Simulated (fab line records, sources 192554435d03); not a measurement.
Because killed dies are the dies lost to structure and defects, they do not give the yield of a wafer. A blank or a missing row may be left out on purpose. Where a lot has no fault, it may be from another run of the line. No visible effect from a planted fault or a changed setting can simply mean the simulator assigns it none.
Check of tool commonality + flow n5Finfet + Sampled: 9 lots, 27 wafers

== REASON IT WAS OPENED ==
On 2 of the 9 lots, a flag is raised at N5_BEOL_M2_CD_MEAS_28 on the reading cdNm. Fault-free wafers read 26.17 nm, with a standard deviation of 0.25.
Rule: a lot is flagged in two cases, either no wafer of it has a number, or all its wafers with numbers fall more than 4 standard deviations from that mean. The other lots count as sound.

| lot  | measured     | on       | cdNm (nm), wafer by wafer | flag    |
|------|--------------|----------|---------------------------|---------|
| L766 | day 7 06:19  | cdSem-02 | 26.01 25.95 25.99         |         |
| L767 | day 7 07:28  | cdSem-02 | 26.13 26.21 26.48         |         |
| L772 | day 8 18:56  | cdSem-01 | 25.94 25.63 26.08         |         |
| L776 | day 9 14:06  | cdSem-02 | 26.20 26.18 26.23         |         |
| L777 | day 9 22:17  | cdSem-02 | 23.06 23.77 10.27         | FLAGGED |
| L778 | day 10 03:25 | cdSem-01 | 11.41 11.26 17.17         | FLAGGED |
| L781 | day 11 04:23 | cdSem-02 | 26.10 25.93 26.05         |         |
| L786 | day 12 03:32 | cdSem-01 | 26.16 26.29 26.20         |         |
| L787 | day 12 10:37 | cdSem-01 | 26.21 26.29 26.02         |         |
The mean of the flagged lots' numbers is 16.16 nm, -10.01 nm from the usual (-40 standard deviations).

== WHICH TOOL EACH LOT WENT THROUGH ==
2 process steps preceding the reading are held in the record, out of 1938 steps in the route. Every cell lists first the tool, next ch and the chambers used by the sampled wafers, and last the start.
| lot  | flag    | N5_BEOL_M2_HM_OPEN_17            | N5_BEOL_M2_EXPOSE_25             |
|------|---------|----------------------------------|----------------------------------|
| L766 |         | rieMetal-03 ch 0,1, day 7 05:41  | euvScanner-01 ch 0, day 7 06:10  |
| L767 |         | rieMetal-02 ch 0,1, day 7 06:50  | euvScanner-02 ch 0, day 7 07:19  |
| L772 |         | rieMetal-03 ch 0,1, day 8 18:26  | euvScanner-01 ch 0, day 8 18:47  |
| L776 |         | rieMetal-01 ch 0,1, day 9 13:25  | euvScanner-02 ch 0, day 9 13:57  |
| L777 | FLAGGED | rieMetal-03 ch 0,1, day 9 21:41  | euvScanner-01 ch 0, day 9 22:10  |
| L778 | FLAGGED | rieMetal-03 ch 0,1, day 10 02:56 | euvScanner-01 ch 0, day 10 03:17 |
| L781 |         | rieMetal-03 ch 0,1, day 11 03:43 | euvScanner-02 ch 0, day 11 04:14 |
| L786 |         | rieMetal-01 ch 0,1, day 12 02:52 | euvScanner-02 ch 0, day 12 03:24 |
| L787 |         | rieMetal-03 ch 0, day 12 09:36   | euvScanner-01 ch 0, day 12 10:28 |
These steps, and what they do:
- N5_BEOL_M2_HM_OPEN_17: chemistry Cl2/BCl3, target TiN, target depth 20 nm, overetch 6 nm.
- N5_BEOL_M2_EXPOSE_25: exposes mask V1, defocus 5 nm.
- N5_BEOL_M2_CD_MEAS_28: target cd 26.2 nm, target cd y 24.1 nm.

== FLAGGED AGAINST TOTAL, ONE TOOL AT A TIME (gauges that did the reading follow at the end) ==
| step                  | tool          | lots run | flagged | share of the flagged lots | sound lots run after its first flagged lot |
|-----------------------|---------------|----------|---------|---------------------------|--------------------------------------------|
| N5_BEOL_M2_HM_OPEN_17 | rieMetal-01   | 2        | 0       | none                      | -                                          |
| N5_BEOL_M2_HM_OPEN_17 | rieMetal-02   | 1        | 0       | none                      | -                                          |
| N5_BEOL_M2_HM_OPEN_17 | rieMetal-03   | 6        | 2       | all                       | 2 (L781,L787)                              |
| N5_BEOL_M2_EXPOSE_25  | euvScanner-01 | 5        | 2       | all                       | 1 (L787)                                   |
| N5_BEOL_M2_EXPOSE_25  | euvScanner-02 | 4        | 0       | none                      | -                                          |
| N5_BEOL_M2_CD_MEAS_28 | cdSem-01      | 4        | 1       | some                      | 2 (L786,L787)                              |
| N5_BEOL_M2_CD_MEAS_28 | cdSem-02      | 5        | 1       | some                      | 1 (L781)                                   |

== WHAT THE TABLE ALLOWS ==
2 rows of the table ran every flagged lot: rieMetal-03 at N5_BEOL_M2_HM_OPEN_17, euvScanner-01 at N5_BEOL_M2_EXPOSE_25.
- rieMetal-03 at N5_BEOL_M2_HM_OPEN_17: 2 of its 6 lots flagged. Sound lots followed the first flagged one (L781, L787) on it, something a lasting fault affecting the whole tool could not allow.
- euvScanner-01 at N5_BEOL_M2_EXPOSE_25: 2 of its 5 lots flagged. Sound lots followed the first flagged one (L787) on it, something a lasting fault affecting the whole tool could not allow. Its own readings (exposureDoseMJCm2) fall more than 4 standard deviations out on all wafers of the flagged lots.
Not one row of the table ran every flagged lot while running no sound lot after the first.

== WHAT HAD BEEN PUT IN BY THE SIMULATOR ==
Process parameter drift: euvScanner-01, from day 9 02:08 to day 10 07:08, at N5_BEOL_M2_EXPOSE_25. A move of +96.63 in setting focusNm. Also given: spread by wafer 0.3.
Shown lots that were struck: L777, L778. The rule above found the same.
